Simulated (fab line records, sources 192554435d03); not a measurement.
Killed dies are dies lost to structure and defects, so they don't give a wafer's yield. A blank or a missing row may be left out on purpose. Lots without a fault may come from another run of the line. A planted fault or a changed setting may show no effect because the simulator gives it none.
Chamber matching | flow n5_finfet | N5_BEOL_M8_ETCH_66 on rie_diel-02: 4 sister chambers
The step etches SOC in N2/H2, target depth 80 nm, overetch 16 nm, time 120 s. 20 wafers are shown with their chamber, then 10 later ones without.

WAFERS WITH THEIR CHAMBER
wafer  | chamber | drypump_motor_current_A (A) | showerhead_plenum_p_Torr (Torr) | throttle_valve_pct (%)
L075.1 | 3       | 5.2                         | 2.57                            | 17.77
L075.4 | 0       | 6.5                         | 2.57                            | 17.81
L075.6 | 1       | 6.1                         | 2.68                            | 17.63
L074.2 | 1       | 6.1                         | 2.67                            | 17.64
L074.4 | 0       | 6.5                         | 2.56                            | 17.84
L074.5 | 3       | 5.2                         | 2.56                            | 17.81
L084.1 | 3       | 5.2                         | 2.56                            | 17.80
L084.2 | 0       | 6.5                         | 2.56                            | 17.84
L084.3 | 1       | 6.2                         | 2.67                            | 17.65
L080.1 | 3       | 5.2                         | 2.56                            | 17.79
L080.5 | 3       | 5.2                         | 2.56                            | 17.79
L080.6 | 2       | 5.7                         | 2.57                            | 17.89
L087.2 | 0       | 6.6                         | 2.55                            | 17.86
L087.4 | 1       | 6.2                         | 2.66                            | 17.67
L087.6 | 1       | 6.2                         | 2.66                            | 17.69
L091.2 | 0       | 6.5                         | 2.55                            | 17.87
L091.4 | 2       | 5.7                         | 2.57                            | 17.94
L091.5 | 3       | 5.2                         | 2.55                            | 17.81
L086.2 | 0       | 6.6                         | 2.55                            | 17.87
L086.3 | 1       | 6.1                         | 2.66                            | 17.68

SIGNATURES (means of the wafers above)
reading                  | chamber 0 | chamber 1 | chamber 2 | chamber 3 | scatter within a chamber
drypump_motor_current_A  | 6.533     | 6.150     | 5.700     | 5.200     | 0.0421
showerhead_plenum_p_Torr | 2.5567    | 2.6667    | 2.5700    | 2.5600    | 0.00736
throttle_valve_pct       | 17.8483   | 17.6600   | 17.9150   | 17.7950   | 0.0222
Rule: a wafer's distance from a chamber is the root of the sum, over the readings, of the square of ((its reading less the chamber's mean) divided by the reading's scatter). The wafer belongs to the nearest chamber; if the next one is less than 2 further off, it can't be placed. The scatter: the root of (the sum of the squares of (reading less its chamber's mean) over the shown wafers, divided by (wafers less chambers)).

WAFERS WITHOUT THEIR CHAMBER
wafer  | drypump_motor_current_A (A) | showerhead_plenum_p_Torr (Torr) | throttle_valve_pct (%)
L086.4 | 5.2                         | 2.55                            | 17.81
L090.2 | 6.5                         | 2.55                            | 17.88
L090.5 | 6.1                         | 2.66                            | 17.70
L090.6 | 5.7                         | 2.57                            | 17.93
L089.2 | 5.2                         | 2.55                            | 17.83
L089.4 | 6.5                         | 2.55                            | 17.89
L089.5 | 6.5                         | 2.55                            | 17.88
L096.1 | 5.7                         | 2.56                            | 17.98
L096.2 | 5.2                         | 2.54                            | 17.86
L096.6 | 5.2                         | 2.54                            | 17.86

WHICH CHAMBER EACH WENT THROUGH
wafer  | from the rows above | in truth
L086.4 | 3                   | 3
L090.2 | 0                   | 0
L090.5 | 1                   | 1
L090.6 | 2                   | 2
L089.2 | 3                   | 3
L089.4 | 0                   | 0
L089.5 | 0                   | 0
L096.1 | 2                   | 2
L096.2 | 3                   | 3
L096.6 | 3                   | 3
Placed correctly: 10 of 10. Can't be placed from these rows: 0. Placed wrongly: 0.
